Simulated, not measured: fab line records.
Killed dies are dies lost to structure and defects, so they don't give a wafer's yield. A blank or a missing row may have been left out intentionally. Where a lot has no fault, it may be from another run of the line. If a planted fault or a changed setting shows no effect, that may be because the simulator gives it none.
Matching of chambers || flow n5 finfet || ald sin-01 running N5_SPACER0_ALD_08: 4 sister chambers
The step deposits SiNx, target thk 2 nm. 14 wafers are shown with their chamber, then 6 later ones without.

== WAFERS WITH THEIR CHAMBER ==
{"wafer": "L476.2", "chamber": 3, "heater power w (W)": 973}
{"wafer": "L476.3", "chamber": 2, "heater power w (W)": 962}
{"wafer": "L476.6", "chamber": 2, "heater power w (W)": 997}
{"wafer": "L478.1", "chamber": 3, "heater power w (W)": 953}
{"wafer": "L478.4", "chamber": 1, "heater power w (W)": 699}
{"wafer": "L478.6", "chamber": 3, "heater power w (W)": 951}
{"wafer": "L485.1", "chamber": 3, "heater power w (W)": 898}
{"wafer": "L485.5", "chamber": 3, "heater power w (W)": 903}
{"wafer": "L485.6", "chamber": 0, "heater power w (W)": 731}
{"wafer": "L488.1", "chamber": 3, "heater power w (W)": 940}
{"wafer": "L488.2", "chamber": 0, "heater power w (W)": 731}
{"wafer": "L488.5", "chamber": 2, "heater power w (W)": 919}
{"wafer": "L489.3", "chamber": 3, "heater power w (W)": 888}
{"wafer": "L489.4", "chamber": 1, "heater power w (W)": 697}

SIGNATURES, as means of the wafers listed above
{"reading": "heater power w", "chamber 0": 731.00, "chamber 1": 698.00, "chamber 2": 959.33, "chamber 3": 929.43, "scatter within a chamber": 30.8}
Rule: distance of a wafer from a chamber = root of the sum over the readings of ((wafer's reading minus chamber's mean) / reading's scatter) squared. The wafer belongs to the nearest chamber; if the next one is less than 2 further off, it can't be placed. How the scatter is found: for the shown wafers, subtract from each reading the mean of its chamber, square and add these, divide the total by (wafers less chambers), then take the root.

== WAFERS WHOSE CHAMBER IS MISSING ==
{"wafer": "L489.6", "heater power w (W)": 904}
{"wafer": "L496.1", "heater power w (W)": 970}
{"wafer": "L496.5", "heater power w (W)": 934}
{"wafer": "L499.1", "heater power w (W)": 744}
{"wafer": "L499.2", "heater power w (W)": 916}
{"wafer": "L499.6", "heater power w (W)": 707}

== WHICH CHAMBER EACH ONE RAN IN ==
{"wafer": "L489.6", "from the rows above": "can't be placed: 3 or 2", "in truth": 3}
{"wafer": "L496.1", "from the rows above": "can't be placed: 2 or 3", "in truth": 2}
{"wafer": "L496.5", "from the rows above": "can't be placed: 3 or 2", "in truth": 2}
{"wafer": "L499.1", "from the rows above": "can't be placed: 0 or 1", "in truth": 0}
{"wafer": "L499.2", "from the rows above": "can't be placed: 3 or 2", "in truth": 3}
{"wafer": "L499.6", "from the rows above": "can't be placed: 1 or 0", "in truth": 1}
Correct placement for 0 of the 6. Can't be placed from these rows: 6 (the true chamber is among the candidates in 6). Placed wrongly: 0.
